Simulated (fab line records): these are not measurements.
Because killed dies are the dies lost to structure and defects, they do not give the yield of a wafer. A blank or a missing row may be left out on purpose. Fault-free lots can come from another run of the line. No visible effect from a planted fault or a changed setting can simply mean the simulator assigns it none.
Which tool was responsible? | flow nand_harc | 13 lots with 39 wafers sampled at 5 steps, on a route of 1302 steps

WHAT EACH GAUGE READ, for each wafer
NHARC_END_SORT_01.
lot  | measured     | on        | killed_at_array | killed_at_other | killed_at_periphery | killed_dies | killed_open | killed_short
L620 | day 31 12:43 | prober-01 | 667 668 673     | 2 3 1           | 8 6 3               | 677 677 677 | 7 4 2       | 4 1 2
L621 | day 31 13:34 | prober-02 | 671 674 670     | 0 0 1           | 6 3 6               | 677 677 677 | 5 2 4       | 3 3 2

WHICH TOOL RAN EACH LOT (tool, then ch and the chambers of the sampled wafers, then the start)
lot  | NHARC_A_STAIRCASE_DEP_417       | NHARC_A_STAIRCASE_DESCUM_443       | NHARC_A_STAIRCASE_CMP_450     | NHARC_A_STAIRCASE_CMP_472
L605 | pecvd-03 ch 0,1, day 17 17:52   | rie_diel-09 ch 0,2,3, day 19 07:15 | cmp-02 ch 1,2, day 19 12:31   | cmp-02 ch 0,1,2, day 19 13:59
L604 | pecvd-04 ch 0,1,2, day 17 20:50 | rie_diel-04 ch 1,2,3, day 19 07:23 | cmp-04 ch 1,2,3, day 19 13:36 | cmp-03 ch 0,1,2, day 19 15:19
L606 | pecvd-03 ch 0,2, day 18 04:53   | rie_diel-09 ch 2,3, day 19 18:10   | cmp-02 ch 0,2, day 19 23:25   | cmp-04 ch 0,1, day 20 00:53
L607 | pecvd-01 ch 0,2, day 19 02:34   | rie_diel-04 ch 1,2,3, day 20 14:31 | cmp-04 ch 0,1,3, day 20 19:47 | cmp-04 ch 1,3, day 20 21:14
L610 | pecvd-03 ch 0,2, day 19 20:19   | rie_diel-04 ch 2,3, day 21 14:10   | cmp-04 ch 1,3, day 21 19:28   | cmp-02 ch 0,1, day 21 20:59
L612 | pecvd-04 ch 0,1,2, day 20 18:16 | rie_diel-09 ch 0,2,3, day 22 08:17 | cmp-04 ch 0,1,2, day 22 13:32 | cmp-04 ch 0,1,3, day 22 14:59
L620 | pecvd-01 ch 0,2, day 24 07:21   | rie_diel-09 ch 0,1,2, day 26 01:11 | cmp-03 ch 0,1,2, day 26 06:41 | cmp-04 ch 0,1,2, day 26 08:10
L621 | pecvd-01 ch 1,2, day 24 09:42   | rie_diel-01 ch 0,3, day 26 01:22   | cmp-04 ch 1,2,3, day 26 07:35 | cmp-02 ch 0,1,2, day 26 09:02
L623 | pecvd-01 ch 0,1,2, day 25 09:52 | rie_diel-01 ch 0,2,3, day 27 01:52 | cmp-04 ch 0,1,2, day 27 07:13 | cmp-04 ch 1,2,3, day 27 08:40
L625 | pecvd-01 ch 0,1, day 25 22:16   | rie_diel-01 ch 0,1, day 27 13:16   | cmp-04 ch 1,3, day 27 18:32   | cmp-02 ch 1,3, day 27 20:10
L624 | pecvd-01 ch 1, day 25 22:50     | rie_diel-09 ch 1,2,3, day 27 13:28 | cmp-04 ch 0,2,3, day 27 19:11 | cmp-04 ch 0,2,3, day 27 20:45
L626 | pecvd-03 ch 0,2, day 25 23:56   | rie_diel-04 ch 1,2, day 27 13:44   | cmp-03 ch 0,1,3, day 27 19:10 | cmp-03 ch 1,3, day 27 20:39
L627 | pecvd-04 ch 0,1,2, day 26 15:47 | rie_diel-01 ch 0,1,3, day 28 01:05 | cmp-04 ch 0,1,2, day 28 06:24 | cmp-04 ch 1,2,3, day 28 07:57
- NHARC_A_STAIRCASE_DEP_417: deposits Si3N4, target thk 60 nm.
- NHARC_A_STAIRCASE_DESCUM_443: chemistry O2, time 3 s.
- NHARC_A_STAIRCASE_CMP_450: polishes SiO2, target thk 200 nm.
- NHARC_A_STAIRCASE_CMP_472: polishes SiO2.

WHAT THE TOOLS THEMSELVES READ (means of the sampled wafers that have a number; where no wafer has one, the mark that the record gives instead)
NHARC_A_STAIRCASE_DEP_417.
lot  | tool     | heater_power_outer_w (W) | heater_power_w (W)
L605 | pecvd-03 | 439                      | 691
L604 | pecvd-04 | 465                      | 777
L606 | pecvd-03 | 426                      | 670
L607 | pecvd-01 | 375                      | 624
L610 | pecvd-03 | 435                      | 701
L612 | pecvd-04 | 435                      | 729
L620 | pecvd-01 | 393                      | 658
L621 | pecvd-01 | 391                      | 672
L623 | pecvd-01 | 433                      | 725
L625 | pecvd-01 | 407                      | 701
L624 | pecvd-01 | 380                      | 686
L626 | pecvd-03 | 473                      | 757
L627 | pecvd-04 | 453                      | 772

NHARC_A_STAIRCASE_DESCUM_443.
lot  | tool        | drypump_motor_current_A (A) | oes_product_au (a.u.) | rf_vpp_V (V) | showerhead_plenum_p_Torr (Torr) | throttle_valve_pct (%)
L605 | rie_diel-09 | 5.7                         | 1.000                 | 57.4         | 1.87                            | 11.304
L604 | rie_diel-04 | 5.3                         | 1.002                 | 56.9         | 1.81                            | 11.313
L606 | rie_diel-09 | 5.7                         | 1.001                 | 57.8         | 1.97                            | 11.317
L607 | rie_diel-04 | 5.3                         | 1.006                 | 56.9         | 1.81                            | 11.309
L610 | rie_diel-04 | 5.4                         | 1.008                 | 56.3         | 1.83                            | 11.322
L612 | rie_diel-09 | 5.8                         | 0.997                 | 57.4         | 1.98                            | 11.307
L620 | rie_diel-09 | 5.9                         | 0.994                 | 58.3         | 1.94                            | 11.310
L621 | rie_diel-01 | 5.9                         | 0.997                 | 58.1         | 1.91                            | 11.309
L623 | rie_diel-01 | 6.0                         | 1.001                 | 58.2         | 1.94                            | 11.310
L625 | rie_diel-01 | 5.7                         | 1.007                 | 57.5         | 1.82                            | 11.316
L624 | rie_diel-09 | 5.8                         | 1.003                 | 58.0         | 1.93                            | 11.317
L626 | rie_diel-04 | 5.1                         | 1.000                 | 58.4         | 1.97                            | 11.308
L627 | rie_diel-01 | 6.0                         | 0.998                 | 57.7         | 1.90                            | 11.311

NHARC_A_STAIRCASE_CMP_450.
lot  | tool   | edge_zone_pressure_frac | motor_current_A (A)
L605 | cmp-02 | 0.994                   | 11.6
L604 | cmp-04 | 1.000                   | 12.3
L606 | cmp-02 | 1.000                   | 12.7
L607 | cmp-04 | 0.997                   | 12.7
L610 | cmp-04 | 1.005                   | 12.5
L612 | cmp-04 | 1.002                   | 12.9
L620 | cmp-03 | 1.001                   | 13.1
L621 | cmp-04 | 1.002                   | 12.2
L623 | cmp-04 | 0.995                   | 13.0
L625 | cmp-04 | 0.998                   | 12.4
L624 | cmp-04 | 1.002                   | 12.7
L626 | cmp-03 | 0.999                   | 12.1
L627 | cmp-04 | 0.996                   | 12.5

NHARC_A_STAIRCASE_CMP_472.
lot  | tool   | edge_zone_pressure_frac | motor_current_A (A)
L605 | cmp-02 | 1.001                   | 12.0
L604 | cmp-03 | 1.000                   | 13.3
L606 | cmp-04 | 0.999                   | 13.3
L607 | cmp-04 | 1.002                   | 12.6
L610 | cmp-02 | 0.997                   | 10.8
L612 | cmp-04 | 1.001                   | 12.8
L620 | cmp-04 | -                       | -
L621 | cmp-02 | -                       | -
L623 | cmp-04 | 1.004                   | 12.1
L625 | cmp-02 | 1.000                   | 11.5
L624 | cmp-04 | 1.001                   | 12.3
L626 | cmp-03 | 1.001                   | 11.2
L627 | cmp-04 | 0.998                   | 12.2

THE ANSWER, worked out from the rows above alone
Rule: what is usual is taken from the lots themselves. Put in order of their means at a reading, lots are off if they are a third of the lots or fewer, leave a main group of 4 or more, and stand apart from it by a gap of 3 or more times the standard deviation of the main group's means; of several such gaps the widest counts. The tables above print the reading to a certain number of digits; a main group whose means all agree to those digits is not used. Also off: a lot with no number at a reading for which 4 or more lots have one. Where the step has rows for the other lots, those lots are counted as sound. After the gauges, taken in route order, come the tools' own readings; for these a lot's mean is taken, as printed above. At the first step where some lot is off, the reading lying furthest off is the one used; lots without a number count as furthest.
Off at NHARC_A_STAIRCASE_CMP_472 (edge_zone_pressure_frac): L620, L621. Without a number there: L620, L621. The main group has a mean of 1.000 with a standard deviation of 0.0018.
If a tool, at that step or one of the process steps before it, ran each lot that is off and ran no sound lot following the first of them, it fits. Not one of the candidates tried fits.

WHAT WAS PUT IN BY THE SIMULATOR
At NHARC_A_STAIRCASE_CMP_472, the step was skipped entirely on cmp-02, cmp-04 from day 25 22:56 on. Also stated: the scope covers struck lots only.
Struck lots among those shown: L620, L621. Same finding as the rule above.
